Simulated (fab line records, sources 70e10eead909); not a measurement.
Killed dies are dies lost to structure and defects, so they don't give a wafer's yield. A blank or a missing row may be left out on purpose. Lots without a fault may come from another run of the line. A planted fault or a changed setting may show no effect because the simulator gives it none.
One fault seen from 2 desks | flow nand_harc | each desk has only its own numbers; what lay behind them comes last

THE METROLOGY DESK
What the gauges read, lot by lot, whatever tool the lot ran on: means of the sampled wafers that have a number. A lot is out of limits, marked OUT, if its mean lies more than 4 standard deviations from the usual mean; the brackets give that distance.
Columns: A = cd_nm at NHARC_A_CONTACT_CD_MEAS_15, usual 190.1 nm
lot  | first seen here | A
L335 | day 23 07:02    | 189.8
L334 | day 23 08:56    | 190.0
L336 | day 23 13:29    | 190.0
L337 | day 23 20:08    | 190.0
L338 | day 24 12:54    | 189.7
L339 | day 25 10:34    | 190.2
L344 | day 27 05:05    | 190.8
L343 | day 27 10:52    | 190.1
L342 | day 27 14:20    | 190.2
L351 | day 29 22:30    | 190.3
L353 | day 30 16:14    | 190.2
L355 | day 30 22:58    | 190.5
L356 | day 32 19:29    | 189.3
This desk's finding: nothing out of limits on any of the 13 lots.

THE TOOL OWNER'S DESK: litho_track-06
The tool's own readings at NHARC_A_BLC_SOFTBAKE_05 (time 55 s): means of the sampled wafers that have a number, for each lot that ran on this tool. A lot is out of limits, marked OUT, if its mean lies more than 4 standard deviations from the usual mean; the brackets give that distance.
Columns: A = heater_power_total_W at NHARC_A_BLC_SOFTBAKE_05, usual 188.44 W
lot  | first seen here | A
L334 | day 23 11:00    | 188.38
L338 | day 24 15:00    | 188.35
L351 | day 30 01:00    | 181.93 (-54) OUT
L353 | day 30 18:00    | 182.00 (-54) OUT
This desk's finding: out of limits on L351, L353; first on L351, day 30 01:00 (heater_power_total_W at NHARC_A_BLC_SOFTBAKE_05). In limits: L334, L338.

PUT TOGETHER
The tool owner's desk could have raised an alarm at day 30 01:00, on L351, L353.
The metrology desk saw nothing out of limits.
The metrology desk has L351, L353 on record, within its limits.
Of the lots named, all ran NHARC_A_BLC_SOFTBAKE_05 on litho_track-06.

WHAT THE SIMULATOR HAD PUT IN
Process parameter drift: litho_track-06, from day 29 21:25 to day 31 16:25, at NHARC_A_BLC_SOFTBAKE_05. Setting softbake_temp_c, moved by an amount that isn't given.
Lots struck among those shown: L351, L353.
Hours from the fault's start to each desk's first reading out of limits: the tool owner's desk, 4.
